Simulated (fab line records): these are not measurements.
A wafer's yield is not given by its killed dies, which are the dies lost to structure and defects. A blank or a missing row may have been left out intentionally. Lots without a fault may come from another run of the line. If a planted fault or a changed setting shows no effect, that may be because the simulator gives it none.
Which tool is to blame? / flow nand_harc / at 1 step of a route of 1159, 6 lots with 18 wafers sampled

WHAT THE GAUGES READ, wafer by wafer
NHARC_A_ONON_D1_THK_MEAS_34: measures by ellipsometry.
lot=L216; measured=day 8 12:32; on=film_metro-01; thk_nm (nm)=200.4 196.9 199.2
lot=L217; measured=day 8 19:38; on=film_metro-02; thk_nm (nm)=197.2 204.0 202.8
lot=L228; measured=day 11 08:44; on=film_metro-01; thk_nm (nm)=195.6 200.8 197.6
lot=L233; measured=day 12 17:23; on=film_metro-02; thk_nm (nm)=200.7 201.6 200.3
lot=L235; measured=day 12 17:25; on=film_metro-01; thk_nm (nm)=196.2 196.0 200.3
lot=L238; measured=day 13 19:39; on=film_metro-02; thk_nm (nm)=198.6 202.5 203.7

EACH LOT AND THE TOOL THAT RAN IT (in order: tool; ch and the chambers of the sampled wafers; start)
Record: no process step prior to these readings.

THE ANSWER, worked out from the rows above alone
Rule: what is usual is taken from the lots themselves. Put in order of their means at a reading, lots are off if they are a third of the lots or fewer, leave a main group of 4 or more, and stand apart from it by a gap of 3 or more times the standard deviation of the main group's means; of several such gaps the widest counts. A main group whose means are all the same, to the digits that the tables above print for the reading, isn't used. Also off: a lot with no number at a reading for which 4 or more lots have one. Where the step has rows for the other lots, those lots are counted as sound.
Nothing can be told from this: no lot is off at any reading shown.

WHAT HAD BEEN PUT IN BY THE SIMULATOR
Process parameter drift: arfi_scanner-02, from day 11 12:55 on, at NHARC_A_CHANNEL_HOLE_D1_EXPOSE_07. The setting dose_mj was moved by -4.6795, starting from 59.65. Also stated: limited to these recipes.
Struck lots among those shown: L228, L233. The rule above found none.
